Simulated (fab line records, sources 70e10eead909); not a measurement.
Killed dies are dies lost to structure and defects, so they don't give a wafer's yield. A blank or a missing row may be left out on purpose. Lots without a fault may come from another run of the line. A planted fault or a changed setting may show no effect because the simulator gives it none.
fab line records | flow nand_harc
record lots=24 wafers=72 last_day=33
route steps=1302 shown P_GATE@189 P_CONTACT@236 P_M0@284 P_M1@305
lots that met no fault: from a run of the same line without faults
start_h: hours from the record's first day to the start of the lot's first wafer shown | wait_h: hours since the lot's step before | " the same as in the row above | L1.1+2: a row that stands for several wafers | - no value, or no start given | * or withheld: withheld | < > ~ a bound
route shown NAME@n: a module of which the file shows steps, and the number in the route of the first | usual: mean/standard deviation of fault-free wafers | same: alike in all rows | chamber/n: place in a boat | sites: the reading at each site | _std_site: their standard deviation | _edge_site: outer sites' mean less inner sites' | radius_mm: how far each site lies from the wafer's centre | mask NAME#n: copy n | behind: the tool/chamber that last shaped the wafer | hold: why the lot was held/for how many hours/how that ended | device: the transistor (n, p or np) that didn't switch | end of line: the same wafers' tests at the end of the route | a step without rows: its recipe alone | killed: dies lost to structure and defects at the first sort, not the wafer's yield | map: a wafer's dies, x killed, . not, _ none there
set.NAME: the setting as run; set.NAME@STEP: as run at that earlier step | model.NAME: the simulator's own value behind a step, which no gauge read
steps of the route over a sample of lots; a table a step, a row a wafer
services: from which hour (start_h, from the record's first day; less than 0 if before it) a tool's chamber was out of use, for how many hours, and why
## steps
# step NHARC_P_GATE_STRIP_112
# recipe power_w=1500 temp_c=110 time_s=200 chemistry=N2/H2
# usual drypump_motor_current_A=5.5/0.57 heater_power_w=88/6.2
# columns lot.wafer tool chamber start_h wait_h drypump_motor_current_A heater_power_w rf_hours_counter_h
L074.4 plasma_asher-02 0 118.19 0.2 4.9 87 -
L074.5 " 0 " " 5.0 86 -
L074.6 " 1 " " 5.1 95 -
L075.2 plasma_asher-02 1 124.75 0.2 5.1 94 7
L075.3 " 1 " " 5.0 93 -
L075.6 " 0 " " 4.9 84 -
L076.1 plasma_asher-02 1 126.79 0.2 5.1 92 8
L076.4 " 0 " " 4.9 85 -
L076.5 " 0 " " 4.9 84 -
L077.2 plasma_asher-02 0 138.22 0.2 5.0 84 11
L077.4 " 1 " " 5.1 93 -
L077.5 " 0 " " 4.9 84 -
L078.1 plasma_asher-02 0 152.39 0.2 5.0 84 14
L078.4 " 1 " " 5.1 92 -
L078.5 " 0 " " 4.9 83 -
L079.1 plasma_asher-01 1 157.94 0.2 6.2 82 35
L079.2 " 0 " " 6.1 100 35
L079.3 " 1 " " 6.2 80 -
L080.2 plasma_asher-02 1 171.76 0.2 5.1 93 18
L080.5 " 1 " " 5.1 93 -
L080.6 " 0 " " 5.0 83 -
L081.1 plasma_asher-02 1 180.57 0.2 5.1 93 21
L081.5 " 1 " " 5.1 92 -
L081.6 " 0 " " 4.9 86 -
L082.1 plasma_asher-01 1 188.64 0.2 6.2 81 4
L082.4 " 1 " " 6.3 83 -
L082.6 " 0 " " 6.1 95 -
L083.2 plasma_asher-02 0 202.91 0.2 5.0 83 26
L083.3 " 1 " " 5.1 95 -
L083.5 " 1 " " 5.1 94 -
L084.2 plasma_asher-02 0 215.57 0.2 5.0 83 27
L084.3 " 0 " " 4.9 85 -
L084.6 " 0 " " 5.0 84 -
L085.1 plasma_asher-01 0 221.08 0.2 6.0 93 9
L085.3 " 1 " " 6.3 82 -
L085.4 " 0 " " 6.0 93 -
L086.1 plasma_asher-01 0 227.27 0.2 6.1 96 10
L086.3 " 1 " " 6.2 81 -
L086.4 " 0 " " 6.0 94 -
L087.4 plasma_asher-01 0 237.12 0.2 6.0 94 -
L087.5 " 0 " " 6.1 93 -
L087.6 " 1 " " 6.3 80 -
L088.2 plasma_asher-01 1 262.85 0.2 6.2 80 17
L088.4 " 1 " " 6.3 80 -
L088.5 " 1 " " 6.3 82 -
L090.2 plasma_asher-01 1 270.40 0.2 6.2 80 19
L090.1 " 0 " " 6.0 95 19
L090.6 " 0 " " 6.1 94 -
L089.2 plasma_asher-02 0 271.16 0.2 5.0 80 4
L089.4 " 1 " " 5.1 93 -
L089.6 " 0 " " 5.0 78 -
L091.2 plasma_asher-01 1 282.64 0.2 6.3 82 23
L091.1 " 0 " " 6.0 92 23
L091.6 " 0 " " 6.0 92 -
L092.3 plasma_asher-01 1 300.42 0.2 6.2 81 -
L092.4 " 0 " " 6.0 95 -
L092.5 " 1 " " 6.2 79 -
L094.2 plasma_asher-02 0 307.15 0.2 5.0 78 10
L094.1 " 1 " " 5.1 90 10
L094.6 " 0 " " 5.0 80 -
L093.3 plasma_asher-01 0 307.61 0.2 6.0 93 -
L093.4 " 1 " " 6.3 82 -
L093.5 " 1 " " 6.3 81 -
L095.2 plasma_asher-02 1 318.74 0.2 5.1 92 13
L095.5 " 1 " " 5.1 92 -
L095.6 " 0 " " 4.9 78 -
L096.1 plasma_asher-01 0 330.19 0.2 6.1 94 31
L096.3 " 1 " " 6.2 82 -
L096.6 " 0 " " 6.1 95 -
L097.3 plasma_asher-02 0 338.77 0.2 5.0 80 -
L097.4 " 1 " " 5.1 93 -
L097.6 " 0 " " 5.0 79 -
# step NHARC_P_GATE_DESCUM_93
# recipe time_s=3 o2_flow_sccm=200 ar_flow_sccm=0 bias_power_w=0 chemistry=O2
# usual drypump_motor_current_A=5.6/0.46 oes_product_au=1.000/0.0095 rf_vpp_V=57.8/0.89 showerhead_plenum_p_Torr=1.92/0.09 throttle_valve_pct=11.312/0.0087
# columns lot.wafer tool chamber start_h wait_h drypump_motor_current_A oes_product_au rf_hours_counter_h rf_vpp_V showerhead_plenum_p_Torr throttle_valve_pct
L074.4 rie_diel-11 2 119.32 - 6.3 0.999 2.6 56.4 1.85 11.310
L074.6 " 2 " " 6.3 0.997 - 57.9 1.85 11.302
L074.5 " 3 " " 5.5 0.994 - 58.1 1.91 11.305
L075.3 rie_diel-06 0 125.92 - 6.1 0.992 8.4 57.4 2.05 11.302
L075.2 " 2 " " 4.6 0.993 8.7 58.8 2.03 11.305
L075.6 " 1 " " 5.7 1.004 - 56.5 1.84 11.304
L076.4 rie_diel-07 0 128.15 - 5.7 0.997 0 56.4 1.84 11.314
L076.1 " 2 " " 5.3 0.994 0 56.7 1.81 11.311
L076.5 " 0 " " 5.6 1.000 - 57.4 1.84 11.304
L077.4 rie_diel-11 0 139.52 - 5.7 1.012 3.0 59.6 1.99 11.305
L077.2 " 2 " " 6.3 1.000 3.6 57.4 1.85 11.308
L077.5 " 0 " " 5.6 1.011 - 59.1 1.99 11.322
L078.1 rie_diel-06 0 153.58 - 6.1 1.003 1.3 57.8 2.05 11.298
L078.4 " 1 " " 5.6 1.005 1.5 58.1 1.84 11.314
L078.5 " 0 " " 6.1 1.007 - 57.9 2.05 11.318
L079.2 rie_diel-06 0 159.28 - 6.1 1.002 1.3 57.5 2.05 11.301
L079.1 " 2 " " 4.6 1.003 1.1 58.7 2.03 11.325
L079.3 " 3 " " 6.1 1.013 0.9 58.6 1.99 11.297
L080.2 rie_diel-07 1 173.01 - 5.1 1.009 2.5 59.0 1.91 11.317
L080.6 " 2 " " 5.3 1.005 - 57.4 1.80 11.315
L080.5 " 3 " " 5.7 1.002 - 58.0 1.83 11.305
L081.1 rie_diel-07 3 181.80 - 5.7 0.992 3.5 56.8 1.84 11.300
L081.5 " 3 " " 5.7 1.000 - 56.9 1.83 11.323
L081.6 " 1 " " 5.1 1.010 - 58.5 1.91 11.328
L082.4 rie_diel-11 1 189.99 - 5.4 1.017 6.5 58.9 2.05 11.307
L082.1 " 0 " " 5.7 1.011 6.3 57.4 1.99 11.311
L082.6 " 2 " " 6.3 1.004 - 57.6 1.85 11.314
L083.3 rie_diel-06 3 204.13 - 6.1 1.005 2.5 57.7 1.99 11.307
L083.2 " 0 " " 6.1 0.995 4.1 57.9 2.04 11.321
L083.5 " 0 " " 6.1 1.000 - 59.0 2.05 11.314
L084.3 rie_diel-06 2 216.75 - 4.6 1.017 3.9 58.9 2.03 11.310
L084.2 " 3 " " 6.1 1.016 2.6 57.9 1.99 11.312
L084.6 " 2 " " 4.6 1.011 - 56.5 2.03 11.293
L085.3 rie_diel-07 3 222.37 - 5.7 0.997 5.1 58.6 1.83 11.306
L085.1 " 0 " " 5.6 1.012 5.7 57.6 1.84 11.308
L085.4 " 2 " " 5.3 0.988 4.8 57.8 1.80 11.300
L086.1 rie_diel-06 1 228.57 - 5.6 1.003 2.4 57.2 1.84 11.305
L086.3 " 3 " " 6.1 0.996 3.2 57.4 1.99 11.299
L086.4 " 0 " " 6.1 0.997 4.6 56.9 2.05 11.312
L087.4 rie_diel-07 2 238.26 - 5.3 0.997 5.9 56.8 1.80 11.317
L087.6 " 1 " " 5.1 0.996 - 57.4 1.91 11.310
L087.5 " 2 " " 5.3 0.990 - 57.7 1.80 11.298
L088.4 rie_diel-06 3 264.20 - 6.1 0.999 6.7 58.1 1.99 11.315
L088.2 " 1 " " 5.6 1.004 5.6 57.0 1.84 11.317
L088.5 " 3 " " 6.1 0.996 - 58.0 1.99 11.315
L090.2 rie_diel-07 3 271.76 - 5.7 0.994 7.3 57.3 1.83 11.309
L090.1 " 1 " " 5.1 0.991 8.7 56.8 1.91 11.288
L090.6 " 3 " " 5.7 0.999 - 56.7 1.83 11.327
L089.2 rie_diel-06 3 272.46 - 6.1 0.989 6.8 59.3 1.99 11.317
L089.4 " 0 " " 6.1 0.989 6.8 59.3 2.04 11.310
L089.6 " 0 " " 6.1 0.988 - 58.9 2.04 11.329
L091.2 rie_diel-07 2 283.89 - 5.3 0.991 8.8 57.2 1.80 11.308
L091.1 " 3 " " 5.8 0.994 7.8 56.7 1.83 11.319
L091.6 " 1 " " 5.1 0.996 - 57.4 1.91 11.317
L092.3 rie_diel-06 3 301.71 - 6.1 1.001 8.3 58.8 1.99 11.304
L092.5 " 0 " " 6.1 0.988 - 58.3 2.04 11.304
L092.4 " 3 " " 6.1 1.004 - 59.7 1.99 11.315
L094.2 rie_diel-07 1 308.49 - 5.1 0.998 0 57.2 1.91 11.309
L094.1 " 0 " " 5.6 0.989 0.2 58.2 1.83 11.312
L094.6 " 2 " " 5.4 0.988 - 57.2 1.80 11.321
L093.3 rie_diel-11 0 308.88 - 5.7 1.007 2.7 58.2 1.99 11.307
L093.4 " 2 " " 6.3 0.990 3.2 57.8 1.85 11.316
L093.5 " 0 " " 5.7 1.001 - 59.3 1.99 11.298
L095.2 rie_diel-07 3 320.08 - 5.7 1.015 0.2 57.4 1.83 11.302
L095.6 " 3 " " 5.7 1.012 - 57.3 1.83 11.315
L095.5 " 0 " " 5.7 1.011 - 57.3 1.83 11.310
L096.3 rie_diel-11 2 331.42 - 6.3 0.993 4.7 57.4 1.85 11.316
L096.1 " 3 " " 5.4 0.987 3.7 56.8 1.91 11.314
L096.6 " 2 " " 6.3 0.984 - 58.4 1.85 11.303
L097.3 rie_diel-07 2 340.03 - 5.3 0.992 2.1 58.6 1.80 11.313
L097.4 " 3 " " 5.7 1.016 1.3 58.9 1.83 11.312
L097.6 " 1 " " 5.1 0.980 - 58.5 1.91 11.316
# step NHARC_P_CONTACT_ETCH_35
# recipe target_depth_a=390 over_etch_frac=0.3 time_s=65 ion_energy_ev=80 cf4_flow_sccm=150 ar_flow_sccm=0 rf_w=300 bias_w=100 chemistry=CF4
# usual drypump_motor_current_A=5.7/0.35 oes_product_au=1.000/0.0095 rf_vpp_V=151.3/1.4 showerhead_plenum_p_Torr=1.76/0.092 throttle_valve_pct=13.283/0.0087
# columns lot.wafer tool chamber start_h wait_h drypump_motor_current_A oes_product_au rf_hours_counter_h rf_vpp_V showerhead_plenum_p_Torr throttle_valve_pct
L074.4 rie_diel-10 1 124.12 0.1 5.5 0.992 0.9 148.3 1.74 13.283
L074.6 " 0 " " 5.6 1.011 - 152.2 1.89 13.267
L074.5 " 1 " " 5.5 0.993 - 151.8 1.74 13.300
L075.3 rie_diel-04 1 130.74 0.1 6.1 0.996 6.0 150.0 1.66 13.275
L075.2 " 2 " " 6.1 1.002 5.7 151.5 1.70 13.279
L075.6 " 0 " " 5.7 0.996 - 151.5 1.79 13.278
L076.1 rie_diel-09 0 132.81 0.1 5.8 0.985 5.3 150.5 1.68 13.287
L076.5 " 0 " " 5.8 0.993 - 150.4 1.68 13.296
L076.4 " 3 " " 5.4 1.004 - 154.1 1.89 13.267
L077.2 rie_diel-04 1 144.31 0.1 6.1 0.991 7.4 150.4 1.66 13.283
L077.4 " 2 " " 6.1 0.989 - 150.0 1.70 13.286
L077.5 " 1 " " 6.1 1.003 - 151.6 1.66 13.274
L078.4 rie_diel-10 3 158.63 0.1 5.0 1.020 2.1 151.0 1.67 13.286
L078.1 " 0 " " 5.6 1.015 2.0 152.6 1.89 13.267
L078.5 " 3 " " 5.0 1.022 - 151.4 1.67 13.289
L079.2 rie_diel-04 1 164.13 0.1 6.1 0.989 8.2 149.0 1.66 13.286
L079.1 " 0 " " 5.7 0.988 8.1 151.3 1.79 13.277
L079.3 " 0 " " 5.7 0.992 - 152.5 1.79 13.283
L080.2 rie_diel-10 3 177.93 0.1 5.0 1.010 2.7 151.4 1.67 13.266
L080.5 " 2 " " 5.3 1.009 - 150.8 1.70 13.290
L080.6 " 3 " " 5.0 1.007 - 148.8 1.67 13.296
L081.1 rie_diel-10 0 186.61 0.1 5.6 1.000 3.0 153.4 1.89 13.300
L081.6 " 3 " " 5.0 1.012 - 150.7 1.67 13.268
L081.5 " 0 " " 5.6 1.019 - 152.3 1.89 13.281
L082.1 rie_diel-09 1 195.02 0.1 6.0 1.001 0.7 149.6 1.69 13.285
L082.4 " 2 " " 5.8 1.005 0.8 152.1 1.87 13.290
L082.6 " 3 " " 5.4 1.002 - 152.9 1.89 13.274
L083.2 rie_diel-09 2 209.34 0.1 5.8 0.994 1.3 153.3 1.87 13.284
L083.3 " 0 " " 5.8 1.004 1.2 148.4 1.68 13.274
L083.5 " 2 " " 5.8 1.005 - 153.9 1.87 13.282
L084.3 rie_diel-09 2 221.57 0.1 5.8 0.994 1.7 153.3 1.87 13.283
L084.2 " 3 " " 5.4 1.016 1.7 152.7 1.89 13.280
L084.6 " 3 " " 5.4 1.009 - 153.4 1.89 13.282
L085.1 rie_diel-10 1 227.05 0.1 5.5 1.007 3.5 151.4 1.74 13.271
L085.4 " 2 " " 5.3 1.003 3.6 150.9 1.70 13.277
L085.3 " 3 " " 5.0 1.001 3.9 150.9 1.67 13.280
L086.3 rie_diel-04 2 233.23 0.1 6.1 1.002 2.2 150.0 1.70 13.291
L086.1 " 3 " " 6.5 0.994 2.6 151.4 1.74 13.277
L086.4 " 1 " " 6.1 0.987 1.6 150.3 1.66 13.267
L087.4 rie_diel-09 3 243.27 0.2 5.4 1.005 - 152.3 1.89 13.296
L087.5 " 3 " " 5.4 1.015 - 151.9 1.89 13.291
L087.6 " 3 " " 5.4 0.996 - 151.7 1.89 13.280
L088.4 rie_diel-10 0 268.97 0.1 5.6 0.996 0.2 154.0 1.89 13.273
L088.2 " 1 " " 5.5 1.004 0.2 151.3 1.74 13.296
L088.5 " 1 " " 5.5 1.000 - 150.6 1.74 13.278
L090.2 rie_diel-09 1 276.45 0.1 6.0 0.991 3.5 149.6 1.69 13.288
L090.1 " 3 " " 5.4 0.999 4.9 153.5 1.89 13.293
L090.6 " 1 " " 6.0 0.990 - 150.2 1.69 13.270
L089.4 rie_diel-09 0 277.59 0.1 5.8 0.979 2.0 149.4 1.68 13.278
L089.2 " 2 " " 5.8 0.993 2.9 152.4 1.87 13.282
L089.6 " 3 " " 5.4 0.998 - 152.4 1.89 13.289
L091.1 rie_diel-09 2 288.52 0.1 5.8 0.999 3.4 151.9 1.87 13.285
L091.2 " 0 " " 5.8 0.981 2.7 151.4 1.68 13.273
L091.6 " 3 " " 5.4 0.996 - 152.2 1.89 13.293
L092.3 rie_diel-04 2 306.37 0.1 6.2 0.998 7.0 151.1 1.70 13.277
L092.4 " 3 " " 6.4 0.994 7.7 150.7 1.74 13.281
L092.5 " 3 " " 6.4 0.993 - 153.2 1.74 13.283
L094.2 rie_diel-04 1 313.42 0.1 6.1 1.009 6.4 151.4 1.66 13.269
L094.1 " 3 " " 6.5 0.987 8.5 151.0 1.74 13.290
L094.6 " 2 " " 6.2 1.000 - 149.9 1.70 13.283
L093.4 rie_diel-09 1 313.67 0.1 6.0 0.976 4.8 151.2 1.69 13.268
L093.3 " 2 " " 5.8 0.993 3.9 152.8 1.87 13.297
L093.5 " 3 " " 5.4 0.999 - 153.6 1.89 13.274
L095.2 rie_diel-04 0 324.89 0.1 5.7 1.005 7.8 151.0 1.79 13.272
L095.5 " 1 " " 6.1 1.001 - 149.7 1.66 13.270
L095.6 " 0 " " 5.7 1.002 - 150.8 1.79 13.274
L096.3 rie_diel-10 3 336.07 0.1 5.0 0.993 1.5 149.8 1.67 13.275
L096.1 " 2 " " 5.3 1.000 1.6 148.9 1.70 13.288
L096.6 " 0 " " 5.6 1.003 - 152.2 1.89 13.285
L097.4 rie_diel-10 0 344.70 0.1 5.5 1.001 2.0 153.0 1.89 13.287
L097.3 " 1 " " 5.5 1.007 2.2 150.8 1.74 13.283
L097.6 " 0 " " 5.6 1.001 - 152.6 1.89 13.283
# step NHARC_P_M0_DEP_32
# recipe target_thk_a=300 temp_c=370 target_thk_nm=30 pressure_torr=3 flow_sccm=200 rf_w=450 material=SiCN
# usual heater_power_outer_w=338/51 heater_power_w=606/75 showerhead_vpp_V=1310/74
# columns lot.wafer tool chamber start_h wait_h heater_power_outer_w heater_power_w showerhead_vpp_V
L074.4 pecvd-04 0 131.05 0.2 339 584 1186
L074.6 " 1 " " 355 630 1336
L074.5 " 2 " " 358 650 1386
L075.3 pecvd-04 0 137.57 0.1 386 678 1190
L075.2 " 2 " " 294 543 1413
L075.6 " 0 " " 392 678 1206
L076.1 pecvd-02 1 139.72 0.1 235 502 1320
L076.4 " 0 " " 263 466 1372
L076.5 " 1 " " 239 497 1293
L077.2 pecvd-02 2 151.33 0.1 315 519 1304
L077.4 " 2 " " 311 522 1321
L077.5 " 2 " " 318 521 1328
L078.1 pecvd-04 2 165.43 0.1 289 521 1378
L078.4 " 1 " " 392 679 1354
L078.5 " 2 " " 310 550 1385
L079.2 pecvd-01 0 171.76 0.1 393 697 1199
L079.1 " 1 " " 308 587 1363
L079.3 " 2 " " 345 654 1285
L080.2 pecvd-02 2 184.79 0.1 378 626 1337
L080.6 " 1 " " 311 578 1314
L080.5 " 0 " " 248 451 1377
L081.1 pecvd-01 2 193.74 0.1 343 664 1272
L081.6 " 2 " " 338 664 1282
L081.5 " 0 " " 390 661 1191
L082.1 pecvd-04 0 201.64 0.1 390 677 1194
L082.6 " 0 " " 401 663 1169
L082.4 " 2 " " 313 565 1355
L083.3 pecvd-04 0 216.05 0.1 354 638 1194
L083.2 " 1 " " 351 610 1344
L083.5 " 2 " " 371 645 1389
L084.2 pecvd-04 0 228.86 0.1 345 626 1195
L084.3 " 1 " " 373 643 1337
L084.6 " 2 " " 329 572 1381
L085.3 pecvd-04 0 234.05 0.1 355 633 1197
L085.1 " 2 " " 367 638 1394
L085.4 " 0 " " 356 627 1174
L086.3 pecvd-04 2 240.29 0.1 298 527 1384
L086.1 " 0 " " 346 615 1184
L086.4 " 2 " " 300 540 1379
L087.6 pecvd-04 0 251.06 0.2 321 579 1183
L087.4 " 1 " " 410 699 1355
L087.5 " 2 " " 367 632 1368
L088.2 pecvd-01 0 276.08 0.1 366 633 1209
L088.5 " 2 " " 279 582 1289
L088.4 " 1 " " 333 597 1342
L090.1 pecvd-01 2 283.16 0.1 324 652 1285
L090.2 " 1 " " 379 688 1346
L090.6 " 0 " " 387 650 1203
L089.2 pecvd-02 0 284.66 0.1 272 492 1392
L089.6 " 0 " " 267 484 1396
L089.4 " 1 " " 302 610 1334
L091.1 pecvd-01 1 295.53 0.1 392 687 1352
L091.2 " 2 " " 349 661 1298
L091.6 " 1 " " 395 698 1353
L092.3 pecvd-02 1 313.10 0.1 271 567 1312
L092.5 " 2 " " 375 580 1322
L092.4 " 0 " " 224 441 1376
L094.2 pecvd-04 0 320.20 0.1 346 610 1218
L094.1 " 1 " " 334 630 1352
L094.6 " 0 " " 352 611 1192
L093.3 pecvd-02 1 320.48 0.1 311 616 1302
L093.5 " 2 " " 385 626 1330
L093.4 " 0 " " 262 489 1355
L095.2 pecvd-04 1 331.69 0.1 406 726 1341
L095.6 " 2 " " 278 539 1411
L095.5 " 0 " " 383 656 1211
L096.1 pecvd-04 2 342.63 0.1 348 622 1397
L096.3 " 1 " " 404 739 1359
L096.6 " 2 " " 355 633 1375
L097.3 pecvd-02 1 351.54 0.1 251 501 1306
L097.4 " 2 " " 405 610 1318
L097.6 " 1 " " 242 519 1310
# step NHARC_P_M1_DEGAS_29
# recipe temp_c=250 time_s=60
# usual heater_power_w=323/40
# columns lot.wafer tool chamber start_h wait_h heater_power_w
L074.4 pvd_sputter-03 - 133.37 - 339
L074.6 " - " " 371
L074.5 " - " " 270
L075.3 pvd_sputter-03 - 139.89 - 340
L075.2 " - " " 265
L075.6 " - " " 365
L076.1 pvd_sputter-01 - 142.01 - 348
L076.4 " - " " 296
L076.5 " - " " 281
L077.2 pvd_sputter-01 - 153.72 - 291
L077.4 " - " " 348
L077.5 " - " " 339
L078.1 pvd_sputter-02 - 167.79 - 368
L078.4 " - " " 371
L078.5 " - " " 245
L079.1 pvd_sputter-02 - 174.40 - 377
L079.3 " - " " 295
L079.2 " - " " 365
L080.2 pvd_sputter-03 - 187.13 - 351
L080.5 " - " " 342
L080.6 " - " " 270
L081.1 pvd_sputter-01 - 196.23 - 345
L081.6 " - " " 338
L081.5 " - " " 286
L082.1 pvd_sputter-01 - 204.09 - 281
L082.4 " - " " 291
L082.6 " - " " 343
L083.3 pvd_sputter-03 - 218.47 - 344
L083.2 " - " " 354
L083.5 " - " " 355
L084.3 pvd_sputter-02 - 231.33 - 384
L084.2 " - " " 298
L084.6 " - " " 393
L085.3 pvd_sputter-01 - 236.53 - 288
L085.4 " - " " 327
L085.1 " - " " 279
L086.3 pvd_sputter-01 - 242.76 - 346
L086.1 " - " " 292
L086.4 " - " " 337
L087.4 pvd_sputter-03 - 253.40 - 353
L087.5 " - " " 275
L087.6 " - " " 352
L088.2 pvd_sputter-02 - 278.36 - 379
L088.4 " - " " 238
L088.5 " - " " 365
L090.2 pvd_sputter-02 - 285.55 - 289
L090.1 " - " " 363
L090.6 " - " " 297
L089.2 pvd_sputter-03 - 287.09 - 346
L089.4 " - " " 275
L089.6 " - " " 350
L091.2 pvd_sputter-02 - 298.02 - 241
L091.1 " - " " 357
L091.6 " - " " 289
L092.4 pvd_sputter-01 - 315.60 - 345
L092.3 " - " " 353
L092.5 " - " " 292
L094.1 pvd_sputter-02 - 322.78 - 365
L094.2 " - " " 359
L094.6 " - " " 293
L093.3 pvd_sputter-03 - 323.15 - 354
L093.4 " - " " 339
L093.5 " - " " 349
L095.2 pvd_sputter-02 - 334.02 - 360
L095.5 " - " " 295
L095.6 " - " " 247
L096.1 pvd_sputter-01 - 345.09 - 355
L096.3 " - " " 307
L096.6 " - " " 300
L097.3 pvd_sputter-01 - 354.04 - 296
L097.4 " - " " 352
L097.6 " - " " 294
# step NHARC_P_M1_PRE_CLEAN_32
# recipe time_s=12 temp_c=370 rf_power_w=300 gas=NH3
# usual heater_power_outer_w=377/50 heater_power_w=656/74
# columns lot.wafer tool chamber start_h wait_h heater_power_outer_w heater_power_w
L074.5 pecvd-04 1 135.00 0.1 385 688
L074.4 " 2 " " 351 641
L074.6 " 0 " " 385 664
L075.3 pecvd-04 0 141.52 0.1 424 718
L075.2 " 2 " " 399 699
L075.6 " 2 " " 401 683
L076.1 pecvd-01 1 143.63 0.1 430 714
L076.5 " 0 " " 407 704
L076.4 " 2 " " 396 737
L077.2 pecvd-02 0 155.34 0.1 314 552
L077.4 " 2 " " 384 630
L077.5 " 2 " " 381 622
L078.1 pecvd-02 2 169.43 0.1 421 636
L078.5 " 0 " " 255 456
L078.4 " 2 " " 403 649
L079.2 pecvd-04 2 176.04 0.1 373 638
L079.1 " 0 " " 395 668
L079.3 " 1 " " 415 714
L080.2 pecvd-02 2 188.76 0.1 380 618
L080.5 " 2 " " 391 631
L080.6 " 0 " " 286 520
L081.1 pecvd-01 2 198.36 0.1 350 678
L081.6 " 2 " " 344 676
L081.5 " 0 " " 401 698
L082.1 pecvd-02 2 205.72 0.1 410 643
L082.4 " 1 " " 286 562
L082.6 " 2 " " 417 643
L083.3 pecvd-04 1 220.09 0.1 451 762
L083.2 " 0 " " 379 667
L083.5 " 0 " " 384 650
L084.3 pecvd-04 0 232.94 0.1 416 701
L084.2 " 1 " " 357 655
L084.6 " 1 " " 357 626
L085.3 pecvd-01 1 238.14 0.1 435 739
L085.1 " 0 " " 422 728
L085.4 " 1 " " 432 722
L086.1 pecvd-04 2 244.38 0.1 377 628
L086.3 " 0 " " 422 706
L086.4 " 0 " " 424 733
L087.6 pecvd-04 1 255.05 0.1 384 685
L087.4 " 2 " " 416 694
L087.5 " 0 " " 429 714
L088.2 pecvd-02 2 280.01 0.1 393 635
L088.5 " 1 " " 356 650
L088.4 " 2 " " 403 632
L090.2 pecvd-02 1 287.18 0.1 332 628
L090.1 " 2 " " 431 699
L090.6 " 2 " " 426 661
L089.2 pecvd-04 2 288.72 0.1 353 648
L089.4 " 2 " " 364 664
L089.6 " 1 " " 426 764
L091.2 pecvd-04 0 299.67 0.1 418 689
L091.1 " 1 " " 438 770
L091.6 " 1 " " 434 782
L092.3 pecvd-02 2 317.21 0.1 369 608
L092.4 " 2 " " 382 613
L092.5 " 0 " " 249 478
L094.1 pecvd-01 0 324.41 0.1 428 685
L094.2 " 1 " " 345 618
L094.6 " 1 " " 335 600
L093.3 pecvd-04 2 324.81 0.1 387 670
L093.5 " 0 " " 375 661
L093.4 " 2 " " 394 669
L095.2 pecvd-02 0 335.65 0.1 312 544
L095.5 " 1 " " 352 670
L095.6 " 2 " " 397 629
L096.1 pecvd-02 1 346.73 0.1 322 614
L096.3 " 2 " " 428 680
L096.6 " 2 " " 436 671
L097.3 pecvd-04 2 355.72 0.1 401 710
L097.4 " 2 " " 408 687
L097.6 " 0 " " 390 665
## services
# columns tool chamber start_h hours kind
rie_diel-09 1 109.73 29.0 repair
pecvd-01 0 114.49 4.6 repair
rie_diel-09 2 114.84 2.4 repair
rie_diel-07 - 117.25 9.0 pm
rie_diel-09 3 119.65 7.7 repair
rie_diel-06 - 130.20 9.0 pm
pecvd-01 - 130.25 13.0 pm
pecvd-02 1 143.01 19.2 repair
rie_diel-09 - 143.10 9.0 pm
plasma_asher-01 - 165.00 9.0 pm
rie_diel-07 0 181.70 1.7 repair
rie_diel-07 1 201.64 3.6 repair
plasma_asher-02 - 210.77 0.9 repair
pecvd-02 - 227.00 13.0 pm
plasma_asher-02 - 249.00 9.0 pm
pecvd-04 - 269.00 13.0 pm
rie_diel-07 0 269.50 6.0 repair
pecvd-02 2 269.54 8.8 repair
plasma_asher-02 - 278.78 1.4 repair
rie_diel-07 3 289.90 22.3 repair
rie_diel-07 0 293.56 9.5 repair
rie_diel-07 - 294.25 9.0 pm
pecvd-04 2 318.15 5.7 repair
plasma_asher-01 - 342.00 9.0 pm
## key
fault none
